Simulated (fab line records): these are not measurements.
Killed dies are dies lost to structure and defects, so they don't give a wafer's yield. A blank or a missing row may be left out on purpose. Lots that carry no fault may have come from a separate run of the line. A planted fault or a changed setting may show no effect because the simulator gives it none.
Split-lot study -- flow n5-finfet -- on a route of 1938 steps: 7 lots, 21 wafers read

## ON THE SPLIT
At N5_BEOL_M15_EXPOSE_25 (exposes mask M15, target cd 400 nm), the setting dose-mj was moved away from the recipe's 35.5 on 5 of the 21 wafers read, by +2.2% to +5.0%. For the rest of the wafers, this setting stayed at what the recipe calls for.

## FROM THE SPLIT TO THE READING: what the file shows between them, 2 steps
- N5_BEOL_M15_DEVELOP_27: develop time 45 s (also split here: develop-time-s)
- N5_BEOL_M15_HARDBAKE_32: time 120 s

## THE READING
At N5_BEOL_M15_CD_MEAS_28: cd-nm in nanometres, against a target cd of 407.6 nm. On this fab line, fault-free wafers typically give 408.2 nm with a standard deviation of 2.3 nm.

wafer,"tool, chamber at the split",dose-mj as run,against the recipe,"cd-nm, nm",against lot-mates on the recipe
L074.2,"krf-scanner-02, 0",35.5,recipe,406.7,-
L074.3,"krf-scanner-02, 0",35.5,recipe,406.0,-
L074.4,"krf-scanner-02, 0",35.5,recipe,407.1,-
L078.2,"krf-scanner-02, 0",35.5,recipe,407.2,-
L078.3,"krf-scanner-02, 0",37.27,+5.0%,416.4,+8.9
L078.5,"krf-scanner-02, 0",35.5,recipe,407.9,-
L081.1,"krf-scanner-02, 0",36.75,+3.5%,414.0,+5.1
L081.3,"krf-scanner-02, 0",36.75,+3.5%,415.2,+6.3
L081.4,"krf-scanner-02, 0",35.5,recipe,408.9,-
L084.1,"krf-scanner-02, 0",36.67,+3.3%,410.7,+5.5
L084.2,"krf-scanner-02, 0",35.5,recipe,406.1,-
L084.6,"krf-scanner-02, 0",35.5,recipe,404.3,-
L089.2,"krf-scanner-02, 0",35.5,recipe,409.7,-
L089.4,"krf-scanner-02, 0",35.5,recipe,409.1,-
L089.6,"krf-scanner-02, 0",35.5,recipe,412.7,-
L091.2,"krf-scanner-02, 0",35.5,recipe,405.9,-
L091.3,"krf-scanner-02, 0",36.27,+2.2%,410.5,+2.5
L091.5,"krf-scanner-02, 0",35.5,recipe,410.1,-
L097.1,"krf-scanner-01, 0",35.5,recipe,404.4,-
L097.4,"krf-scanner-01, 0",35.5,recipe,404.8,-
L097.5,"krf-scanner-01, 0",35.5,recipe,406.6,-

THE FIT
A straight line over all 21 wafers: cd-nm changes by +1.76 nm for each +1% of dose-mj; r = +0.80; the points scatter about the line by 2.2 nm.
The same after taking each lot's own level away (the mean of its wafers on the recipe; 21 wafers): +1.66 nm for each +1%; r = +0.92; scatter 1.1 nm.
According to that fit, moving dose-mj by its largest amount changes the reading by 8.3 nm.
The lots' own levels span 405.20 to 410.50 nm, that is 2.3 times the standard deviation above.
So the lot-to-lot level changes the slope little: the two slopes agree.
Check: with one of the wafers moved furthest among these (+5.0%) left out of the fit, the line predicts +7.88 nm for it against its lot-mates. Against them it came out at +8.85 nm.

## OTHER SPLITS APPLIED TO THESE WAFERS
Before the reading, these wafers also passed through other splits. Each is held against what the fit with the lots' levels taken away leaves over:
other split on the same wafers,wafers away from the commonest value,r with cd-nm (lot level and that fit taken away)
N5_BEOL_M13_EXPOSE_25 dose-mj,8,-0.34
N5_BEOL_M13_DEP_53 time-s,10,+0.15
N5_BEOL_M14_EXPOSE_07 dose-mj,11,-0.05
N5_BEOL_M15_DEVELOP_27 develop-time-s,7,+0.10

## THE WHOLE CHAIN: every reading that the file lists as answering this split, in the file's order
step,what it does,reading,change (the file's fit),r (the file's)
N5_BEOL_M15_CD_MEAS_28,target cd 407.6 nm,cd-nm,+1.66 nm for each +1% of the setting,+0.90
N5_BEOL_M15_DESCUM_33,"chemistry O2, time 7.9 s","BEOL_M15.cd-nm (the simulator's own value, which no gauge read)",+1.62 nm for each +1% of the setting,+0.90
N5_BEOL_M15_ETCH_61,"etches BARC in N2/H2, target depth 89 nm, overetch 26.7 nm, time 67.9 s","BEOL_M15.cd-nm (the simulator's own value, which no gauge read)",+1.54 nm for each +1% of the setting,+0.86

## FILE'S OWN FIT
cd-nm changes by +1.66 nm for each +1% of dose-mj, r = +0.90.
